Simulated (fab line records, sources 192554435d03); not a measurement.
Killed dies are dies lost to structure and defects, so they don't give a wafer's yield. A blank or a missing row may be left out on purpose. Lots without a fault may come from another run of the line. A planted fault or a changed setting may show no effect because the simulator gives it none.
Split-lot experiment | flow n5_finfet | 7 lots, 21 wafers read, on a route of 1938 steps

THE SPLIT
At N5_BEOL_M11_COAT_22 (resist thk 90 nm), the setting spin_rpm was moved away from the recipe's 1500 rpm on 4 of the 21 wafers read, by -10.3% to +10.8%. The other wafers ran this setting at the recipe's value.

FROM THE SPLIT TO THE READING: what the file shows between them, 4 steps
- N5_BEOL_M11_EBR_24
- N5_BEOL_M11_SOFTBAKE_23: time 60 s
- N5_BEOL_M11_EXPOSE_25: exposes mask V10
- N5_BEOL_M11_PEB_26: peb time 60 s

THE READING
CAR-ArF_of_BEOL_M11_COAT_22.thk_nm (the simulator's own value, which no gauge read), in nm, at N5_BEOL_M11_DEVELOP_27 (develop time 30 s). The file gives no usual value for it. The 17 wafers here that ran the recipe average 88.3 nm, standard deviation 0.16 nm.

wafer  | tool, chamber at the split | spin_rpm as run, rpm | against the recipe | CAR-ArF_of_BEOL_M11_COAT_22.thk_nm, nm | against lot-mates on the recipe
L076.1 | litho_track-05, 0          | 1500                 | recipe             | 88.2                                   | -
L076.3 | litho_track-05, 0          | 1500                 | recipe             | 88.4                                   | -
L076.4 | litho_track-05, 0          | 1500                 | recipe             | 88.4                                   | -
L075.1 | litho_track-04, 0          | 1500                 | recipe             | 88                                     | -
L075.3 | litho_track-04, 0          | 1559                 | +3.9%              | 86.4                                   | -1.6
L075.5 | litho_track-04, 0          | 1559                 | +3.9%              | 86.2                                   | -1.8
L077.2 | litho_track-05, 0          | 1346                 | -10.3%             | 93.8                                   | +5.3
L077.3 | litho_track-05, 0          | 1500                 | recipe             | 88.6                                   | -
L077.6 | litho_track-05, 0          | 1500                 | recipe             | 88.4                                   | -
L079.4 | litho_track-03, 0          | 1500                 | recipe             | 88.4                                   | -
L079.5 | litho_track-03, 0          | 1662                 | +10.8%             | 83.6                                   | -4.6
L079.6 | litho_track-03, 0          | 1500                 | recipe             | 88                                     | -
L080.1 | litho_track-04, 0          | 1500                 | recipe             | 88.6                                   | -
L080.3 | litho_track-04, 0          | 1500                 | recipe             | 88.4                                   | -
L080.4 | litho_track-04, 0          | 1500                 | recipe             | 88.4                                   | -
L082.4 | litho_track-03, 0          | 1500                 | recipe             | 88.2                                   | -
L082.6 | litho_track-03, 0          | 1500                 | recipe             | 88.2                                   | -
L082.5 | litho_track-03, 0          | 1500                 | recipe             | 88.4                                   | -
L088.2 | litho_track-05, 0          | 1500                 | recipe             | 88.4                                   | -
L088.4 | litho_track-05, 0          | 1500                 | recipe             | 88.4                                   | -
L088.5 | litho_track-05, 0          | 1500                 | recipe             | 88.4                                   | -

THE FIT
A straight line over all 21 wafers: CAR-ArF_of_BEOL_M11_COAT_22.thk_nm changes by -0.489 nm for each +1% of spin_rpm; r = -0.99; the points scatter about the line by 0.23 nm.
The same after taking each lot's own level away (the mean of its wafers on the recipe; 21 wafers): -0.466 nm for each +1%; r = -0.99; scatter 0.18 nm.
On that fit, the largest move of spin_rpm shifts the reading by 5 nm.
The lots' own levels span 88.00 to 88.50 nm, that is 3.0 times the standard deviation above.
So the lot-to-lot level changes the slope little: the two slopes agree.
Check: with one of the wafers moved furthest among these (+10.8%) left out of the fit, the line predicts -5.33 nm for it against its lot-mates. It came out at -4.6 nm against them.

THE WHOLE CHAIN: every reading that the file lists as answering this split, in the file's order
step                   | what it does      | reading                                                                             | change (the file's fit)               | r (the file's)
N5_BEOL_M11_COAT_22    | resist thk 90 nm  | CAR-ArF_of_BEOL_M11_COAT_22.thk_nm (the simulator's own value, which no gauge read) | -0.462 nm for each +1% of the setting | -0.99
N5_BEOL_M11_DEVELOP_27 | develop time 30 s | CAR-ArF_of_BEOL_M11_COAT_22.thk_nm (the simulator's own value, which no gauge read) | -0.466 nm for each +1% of the setting | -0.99

THE FILE'S OWN FIT
CAR-ArF_of_BEOL_M11_COAT_22.thk_nm changes by -0.466 nm for each +1% of spin_rpm, r = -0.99.
